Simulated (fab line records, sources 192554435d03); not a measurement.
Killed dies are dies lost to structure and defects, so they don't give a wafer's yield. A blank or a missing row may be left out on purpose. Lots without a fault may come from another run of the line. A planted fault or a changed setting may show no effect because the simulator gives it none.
Chamber matching | flow n5_finfet | N5_BEOL_M12_ETCH_68 on rie_diel-03: 4 sister chambers
The step etches SOC in N2/H2, time 285 s. 8 wafers are shown with their chamber, then 7 later ones without.

WAFERS WITH THEIR CHAMBER
wafer  | chamber | throttle_valve_pct (%) | showerhead_plenum_p_Torr (Torr)
L942.1 | 0       | 17.91                  | 2.49
L943.1 | 1       | 17.94                  | 2.57
L943.2 | 2       | 17.79                  | 2.54
L949.2 | 3       | 17.39                  | 2.45
L949.5 | 3       | 17.41                  | 2.45
L949.6 | 0       | 17.93                  | 2.48
L951.1 | 1       | 17.96                  | 2.57
L951.3 | 2       | 17.80                  | 2.53

WAFERS WITHOUT THEIR CHAMBER
wafer  | throttle_valve_pct (%) | showerhead_plenum_p_Torr (Torr)
L951.6 | 17.93                  | 2.48
L953.4 | 17.97                  | 2.48
L953.5 | 17.98                  | 2.48
L953.6 | 17.42                  | 2.44
L960.1 | 18.01                  | 2.56
L960.4 | 17.43                  | 2.44
L960.5 | 17.84                  | 2.53

WHICH CHAMBER EACH WENT THROUGH
wafer  | from the rows above | in truth
L951.6 | 0                   | 0
L953.4 | 0                   | 0
L953.5 | 0                   | 0
L953.6 | 3                   | 3
L960.1 | 1                   | 1
L960.4 | 3                   | 3
L960.5 | 2                   | 2
Placed correctly: 7 of 7. Can't be placed from these rows: 0. Placed wrongly: 0.
How it was worked out, from the rows above alone: a wafer's distance from a chamber is the root of the sum, over the readings, of the square of ((its reading less the chamber's mean) divided by the reading's scatter). The wafer belongs to the nearest chamber; if the next one is less than 2 further off, it can't be placed. A chamber's mean is the mean of its shown wafers. The scatter: the root of (the sum of the squares of (reading less its chamber's mean) over the shown wafers, divided by (wafers less chambers)).
